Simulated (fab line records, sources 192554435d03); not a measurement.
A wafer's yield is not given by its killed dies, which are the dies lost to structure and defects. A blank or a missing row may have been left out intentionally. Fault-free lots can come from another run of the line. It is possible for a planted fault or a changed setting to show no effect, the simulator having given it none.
Code-filled problem report in 8D (eight disciplines) form	flow n5Finfet	the parts of the form that need people (team, actions taken, sign-off) are left out

## 1. THE PROBLEM
Mean of spinSpeedRpm at N5_BEOL_M15_COAT_22: 1493.6 rpm across 9 wafers in 3 lots; on wafers with no fault it is 1704.0 rpm (standard deviation 1.1). That is -99 or more standard deviations from the usual mean.
The step: resist thk 800 nm.
Earliest sighting: wafer L180.1 on lithoTrack-02 at day 16 04:01. The record has a number at this step for 35 wafers belonging to 13 lots. Rule for "out" (also "out of limits"): further than 4 standard deviations from the usual mean. All remaining wafers that have a number are taken as sound.

## 2. WHAT IT IS, WHAT IT ISN'T
question	is	is not
which readings at this step	spinSpeedRpm	-
which lots	L180, L181, L182	L163, L164, L165, L166, L167, L168, L169, L170, L171, L172
which wafers of those lots	all that have a number	-
read on which tools	lithoTrack-02	lithoTrack-03, lithoTrack-04
when	from day 16 04:01	up to then (26 sound wafers)

## 3. THE SUSPECTS, EACH WITH WHAT RULES IT OUT
Counting: a tool stays on the suspect list if, at a process step up to the reading, it processed all lots that are out and no sound lot following the first of them.
- lithoTrack-02 at N5_BEOL_M15_COAT_22 (resist thk 800 nm): kept. It processed each lot that is out, first L180 at day 16 04:01, and no sound lot thereafter; up to then, the last sound lot it processed was L168 at day 14 02:44. On those wafers its own readings are out: spinSpeedRpm.
The count leaves lithoTrack-02 at N5_BEOL_M15_COAT_22.

## 4. THE CAUSE (what the simulator had put in)
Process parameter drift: lithoTrack-02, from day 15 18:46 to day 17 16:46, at N5_BEOL_M15_COAT_22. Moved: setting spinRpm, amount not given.
After counting, this tool was the only one left.

## 5. SEQUENCE OF EFFECTS, ordered by route
Rows list readings where the struck wafers' mean (over those with a number) sits beyond 3 standard deviations from the usual. Only readings for which the record gives a usual standard deviation are gone through. hours: the time from each lot's start at the first step in this table that gives one to its start at this step, as a median over the lots. sigmas: the change in usual standard deviations.
hours	step	reading	usual	on struck wafers	change	sigmas
0	N5_BEOL_M15_COAT_22	spinSpeedRpm	1704.0 rpm	1493.6	-210.4	-99 or more
Its process steps:
- N5_BEOL_M15_COAT_22: resist thk 800 nm.

## 6. WHAT WOULD HAVE CAUGHT IT SOONER
9 hours passed between the start of the fault at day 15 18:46 and the first reading out of limits in this record, taken at day 16 04:01.
